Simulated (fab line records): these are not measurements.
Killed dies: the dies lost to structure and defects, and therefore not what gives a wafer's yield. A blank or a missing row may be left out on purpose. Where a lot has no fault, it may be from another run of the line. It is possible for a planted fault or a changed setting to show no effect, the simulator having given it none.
The tool behind it: which one? ; flow nand harc ; 33 wafers from 11 lots sampled at 4 of the route's 1302 steps

== WHAT THE GAUGES READ, wafer by wafer ==
The record holds no reading of a measuring or inspecting step that can be judged against a usual standard deviation.

== WHAT TOOL EACH LOT RAN ON (gives the tool, then ch and the chambers of the sampled wafers, and finally the start) ==
lot;NHARC_A_CHANNEL_FILL_D1_ALD_03;NHARC_A_CHANNEL_FILL_D1_STRIP_28;NHARC_A_DECK1_JOINT_CVD_12;NHARC_A_DECK1_JOINT_ETCHBACK_00
L583;ald sin batch-02 ch 0, day 9 17:10 or earlier;rie diel-11 ch 2,3, day 9 17:10;lpcvd poly-02 ch 0, day 10 23:55;rie si-05 ch 1,2, day 11 03:06
L584;ald sin batch-01 ch 0, day 10 04:37 or earlier;rie diel-11 ch 0,1,3, day 10 04:37;lpcvd poly-01 ch 0, day 11 11:52;rie si-03 ch 0,3, day 11 15:07
L585;ald sin batch-02 ch 0, day 10 12:01 or earlier;rie diel-07 ch 1,2,3, day 10 12:01;lpcvd poly-02 ch 0, day 11 20:18;rie si-05 ch 0,2, day 11 23:31
L587;ald sin batch-02 ch 0, day 11 04:20 or earlier;rie diel-09 ch 1,2,3, day 11 04:20;lpcvd poly-04 ch 0, day 12 11:21;rie si-05 ch 1,2, day 12 14:34
L599;ald sin batch-01 ch 0, day 16 23:06 or earlier;rie diel-11 ch 2,3, day 16 23:06;lpcvd poly-02 ch 0, day 18 06:01;rie si-02 ch 0,1, day 18 09:14
L600;ald sin batch-01 ch 0, day 16 23:07 or earlier;rie diel-09 ch 0,2,3, day 16 23:07;lpcvd poly-02 ch 0, day 18 06:01;rie si-05 ch 1,2,3, day 18 09:14
L601;ald sin batch-03 ch 0, day 17 14:42 or earlier;rie diel-09 ch 0,2,3, day 17 14:42;lpcvd poly-01 ch 0, day 18 22:05;rie si-05 ch 2,3, day 19 01:19
L602;ald sin batch-03 ch 0, day 17 14:43 or earlier;rie diel-07 ch 0,2,3, day 17 14:43;lpcvd poly-01 ch 0, day 18 22:05;rie si-02 ch 0,3, day 19 01:19
L603;ald sin batch-02 ch 0, day 18 09:29 or earlier;rie diel-09 ch 0,1,2, day 18 09:29;lpcvd poly-04 ch 0, day 19 17:03;rie si-03 ch 2,3, day 19 20:19
L604;ald sin batch-02 ch 0, day 18 23:44 or earlier;rie diel-09 ch 0,1, day 18 23:44;lpcvd poly-04 ch 0, day 20 06:39;rie si-02 ch 2,3, day 20 09:54
L605;ald sin batch-02 ch 0, day 18 23:45 or earlier;rie diel-11 ch 0,2, day 18 23:45;lpcvd poly-04 ch 0, day 20 06:39;rie si-03 ch 1,2,3, day 20 09:53
- NHARC_A_CHANNEL_FILL_D1_ALD_03: deposits SiNx, target thk 6 nm, pulse time 60 s, ald cycles 58.
- NHARC_A_CHANNEL_FILL_D1_STRIP_28: strips in O2, time 20 s.
- NHARC_A_DECK1_JOINT_CVD_12: deposits poly-Si, target thk 90 nm, time 1800 s.
- NHARC_A_DECK1_JOINT_ETCHBACK_00: etches the open film in HBr, target depth 30 nm, time 17.4 s.

== WHAT THE TOOLS THEMSELVES READ (means of the sampled wafers that have a number; where no wafer has one, the mark that the record gives instead) ==
NHARC_A_CHANNEL_FILL_D1_ALD_03. Usual: precursor pulse height rel 1.001, standard deviation 0.02.
lot;tool;precursor pulse height rel;flag
L583;ald sin batch-02;1.003;
L584;ald sin batch-01;0.991;
L585;ald sin batch-02;1.024;
L587;ald sin batch-02;0.997;
L599;ald sin batch-01;1.014;
L600;ald sin batch-01;0.980;
L601;ald sin batch-03;0.991;
L602;ald sin batch-03;1.001;
L603;ald sin batch-02;1.008;
L604;ald sin batch-02;0.979;
L605;ald sin batch-02;1.011;

NHARC_A_CHANNEL_FILL_D1_STRIP_28. Usual: chamber pressure mTorr 60.00 mTorr, standard deviation 0.057; drypump motor current A 5.6 A, standard deviation 0.41; oes product au 0.997 a.u., standard deviation 0.015; rf vpp V 57.8 V, standard deviation 0.9; showerhead plenum p Torr 3.55 Torr, standard deviation 0.15; throttle valve pct 17.037 %, standard deviation 0.0091.
lot;tool;chamber pressure mTorr (mTorr);drypump motor current A (A);oes product au (a.u.);rf vpp V (V);showerhead plenum p Torr (Torr);throttle valve pct (%);flag
L583;rie diel-11;60.02;6.1;0.998;58.0;3.57;17.042;
L584;rie diel-11;60.00;5.6;1.013;57.3;3.49;17.044;
L585;rie diel-07;60.01;5.5;0.995;58.3;3.49;17.037;
L587;rie diel-09;60.02;5.6;0.989;58.0;3.74;17.040;
L599;rie diel-11;59.98;5.9;1.009;58.0;3.52;17.033;
L600;rie diel-09;60.01;5.4;0.998;58.0;3.70;17.037;
L601;rie diel-09;59.97;5.4;0.992;58.3;3.70;17.037;
L602;rie diel-07;59.99;5.9;0.984;57.2;3.40;17.033;
L603;rie diel-09;59.95;5.5;1.013;58.1;3.66;17.033;
L604;rie diel-09;59.98;5.5;0.989;56.9;3.59;17.051;
L605;rie diel-11;59.97;5.5;0.998;57.4;3.38;17.031;

NHARC_A_DECK1_JOINT_CVD_12. Usual: pressure mtorr 200.0 mTorr, standard deviation 0.4; spike tc bottom C 639.8 C, standard deviation 2; spike tc centre C 621.0 C, standard deviation 1.1; spike tc lower C 621.7 C, standard deviation 1.2; spike tc top C 637.8 C, standard deviation 2.4; spike tc upper C 620.1 C, standard deviation 1.5; tube center temp C 620 C, standard deviation 0.059; zone power lower pct 7.9 %, standard deviation 0.47; zone power upper pct 9.2 %, standard deviation 0.48.
lot;tool;pressure mtorr (mTorr);spike tc bottom C (C);spike tc centre C (C);spike tc lower C (C);spike tc top C (C);spike tc upper C (C);tube center temp C (C);zone power lower pct (%);zone power upper pct (%);flag
L583;lpcvd poly-02;199.4;638.9;622.0;621.6;635.9;621.1;620;8.2;8.9;
L584;lpcvd poly-01;199.7;639.5;621.2;620.3;638.5;618.5;620;8.5;9.1;
L585;lpcvd poly-02;200.1;638.4;621.4;622.5;636.0;621.4;620;8.2;8.9;
L587;lpcvd poly-04;200.1;658.2;637.3;637.0;657.3;634.4;636;7.6;10.5;OFF
L599;lpcvd poly-02;199.6;638.5;619.9;622.9;636.0;621.1;620;8.1;8.9;
L600;lpcvd poly-02;200.0;638.9;620.5;622.3;636.3;620.8;620;8.2;8.8;
L601;lpcvd poly-01;200.1;639.3;620.9;620.8;637.1;619.3;620;8.6;9.2;
L602;lpcvd poly-01;200.3;641.0;621.7;619.3;638.5;619.7;620;8.5;9.1;
L603;lpcvd poly-04;200.3;642.3;620.0;621.4;641.1;618.6;620;7.2;9.9;
L604;lpcvd poly-04;199.9;641.7;620.6;620.1;641.6;618.7;620;7.2;10.0;
L605;lpcvd poly-04;200.0;642.4;621.1;621.1;641.3;618.0;620;7.2;9.9;

NHARC_A_DECK1_JOINT_ETCHBACK_00. Usual: chamber pressure mTorr 15.002 mTorr, standard deviation 0.013; drypump motor current A 5.8 A, standard deviation 0.38; oes product au 0.999 a.u., standard deviation 0.014; throttle valve pct 23.266 %, standard deviation 0.0091.
lot;tool;chamber pressure mTorr (mTorr);drypump motor current A (A);oes product au (a.u.);throttle valve pct (%);flag
L583;rie si-05;15.006;6.4;0.985;23.275;
L584;rie si-03;15.002;5.5;0.992;23.272;
L585;rie si-05;15.013;6.4;0.989;23.269;
L587;rie si-05;15.007;6.4;1.002;23.261;
L599;rie si-02;15.008;5.7;0.999;23.258;
L600;rie si-05;15.001;6.3;1.003;23.266;
L601;rie si-05;15.000;6.2;1.005;23.265;
L602;rie si-02;14.987;6.1;0.990;23.262;
L603;rie si-03;14.997;5.3;0.996;23.258;
L604;rie si-02;15.018;6.0;1.003;23.253;
L605;rie si-03;14.996;5.4;0.999;23.264;

== THE ANSWER, worked out from the rows above alone ==
Rule: a lot counts as off when the mean over its wafers that have a number is more than 3 standard deviations away from the usual mean. A lot without any number at a reading at which 4 lots or more have one is off too. All remaining lots with rows at the step are treated as sound. First the gauges in route order, then the tools' own readings, where a lot's mean is used as printed above. At the first step where some lot is off, the reading lying furthest off is the one used; lots without a number count as furthest.
Off, at NHARC_A_DECK1_JOINT_CVD_12 on tube center temp C: L587.
A tool fits if, at that step or a process step before it, it ran every lot that is off, and no sound lot after the first of them. NHARC_A_CHANNEL_FILL_D1_ALD_03 gives no start for some lots, so the hours and the order of its lots are those of NHARC_A_CHANNEL_FILL_D1_STRIP_28. None of those tried fits.

== WHAT THE SIMULATOR HAD INSERTED ==
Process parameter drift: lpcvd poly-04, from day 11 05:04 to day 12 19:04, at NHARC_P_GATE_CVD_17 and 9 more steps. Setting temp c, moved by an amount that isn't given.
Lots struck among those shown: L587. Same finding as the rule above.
